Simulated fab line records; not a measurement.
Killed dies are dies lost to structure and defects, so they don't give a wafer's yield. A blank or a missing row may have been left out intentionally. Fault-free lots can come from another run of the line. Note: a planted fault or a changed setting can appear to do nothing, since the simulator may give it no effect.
A lot that was struck, set against a sound lot | flow nand harc | 14 steps out of a route of 1302
Sound: these wafers, L386.1, L386.2, L386.3. The struck wafers were L380.1, L380.4, L380.5. The cause is given at the end.
Each step with rows lists, per side, the tool, then ch with its chambers, then its first start. Under that, the readings that differ: sound wafers | struck wafers | difference of the means | sigmas: that difference in standard deviations of wafers without a fault.
alike: readings whose means differ by less than 2 such deviations, and words and numbers that are the same on both sides. not compared: withheld readings, readings that some wafer has no value for, bounds like >300 that may hide the same value, and numbers for which the record gives no deviation and whose values overlap.
The two part at a step that has a row with sigmas, a row that says differs or no value, or rows on one side only. When numbers do not overlap yet have no deviation, they are printed without sigmas and do not part them. Lack of a reading on every wafer of one side parts them only where that side has two or more wafers.

NHARC_P_STI_ETCH_42: etches the open film in N2/H2, target depth 80 nm, overetch 24 nm, time 61 s.
  sound on rie diel-07 ch 0,1,3, day 9 21:19; struck on rie diel-07 ch 0,2,3, day 7 08:36
  alike: drypump motor current A, oes product au, rf vpp V, showerhead plenum p Torr, throttle valve pct
  not compared: rf hours counter h
NHARC_P_STI_ETCH_31: etches the open film in CF4/CHF3, target depth 108.9 nm, time 54.5 s.
  sound on rie diel-07 ch 0,1,3; struck on rie diel-07 ch 0,2,3
  alike: chf3 flow sccm, drypump motor current A, oes product au, rf vpp V, showerhead plenum p Torr, throttle valve pct
  not compared: rf hours counter h
NHARC_P_STI_ETCH_15: etches the open film in HBr/Cl2, target depth 300 nm, time 100.1 s.
  sound on rie si-01 ch 0,2,3, day 9 21:32; struck on rie si-02 ch 2,3, day 7 08:47
  alike: drypump motor current A, oes product au, throttle valve pct
  not compared: rf hours counter h
NHARC_P_STI_CD_MEAS_16:
  sound on cd sem-01, day 9 21:41; struck on cd sem-01, day 7 08:57
  alike: cd nm
NHARC_P_STI_OCD_MEAS_17:
  sound on ocd-02, day 9 21:47; struck on ocd-02, day 7 09:02
  alike: trench depth nm, trench foot cd nm
then, 3 steps without rows for these wafers: NHARC_P_STI_STRIP_19 (strips in SPM, time 900 s); NHARC_P_STI_PRECLEAN_32 (cleans in SC1); NHARC_P_STI_SRD_23.
NHARC_P_STI_OCD_MEAS_43:
  sound on ocd-01, day 9 22:17; struck on ocd-02, day 7 09:32
  alike: trench depth nm, trench foot cd nm
then, 3 steps without rows for these wafers: NHARC_P_STI_OXIDE_33 (material SiO2, target thk 10 nm, ox time 281 s); NHARC_P_STI_HDPCVD_20 (deposits SiO2); NHARC_P_STI_ANNEAL_34 (time 1800 s).
NHARC_P_STI_CMP_21: polishes, t overpolish 20 s, target thk 380.67 nm.
  sound on cmp-03 ch 1,2,3, day 10 21:41; struck on cmp-03 ch 0,1,2, day 8 03:02
  reading              | sound                | struck               | difference | sigmas
  overpolish run s (s) | 19.969 20.001 19.984 | 70.688 70.697 70.693 | +50.708    | +99 or more
  t overpolish s (s)   | 20 20 20             | 70.696 70.696 70.696 | +50.696    |
  alike: motor current A
-- record jumps: 22 days between struck wafers' starts before vs after; left off in module P_STI, resumes in module END, first step shown is number 1302 of the route --
NHARC_END_SORT_01:
  sound on prober-01 ch 0, day 32 02:01; struck on prober-01 ch 0, day 29 16:47
  alike: killed at array, killed at other, killed at periphery, killed dies, killed open, killed short

== WHERE THEY PART ==
NHARC_P_STI_CMP_21 only, going by this record. Later steps at which nothing parts them and some readings are alike: NHARC_END_SORT_01.

WHY: whatever the simulator had introduced
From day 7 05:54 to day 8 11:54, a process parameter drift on cmp-03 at NHARC_P_STI_CMP_21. Setting t overpolish s shifted by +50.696 from 20. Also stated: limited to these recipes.
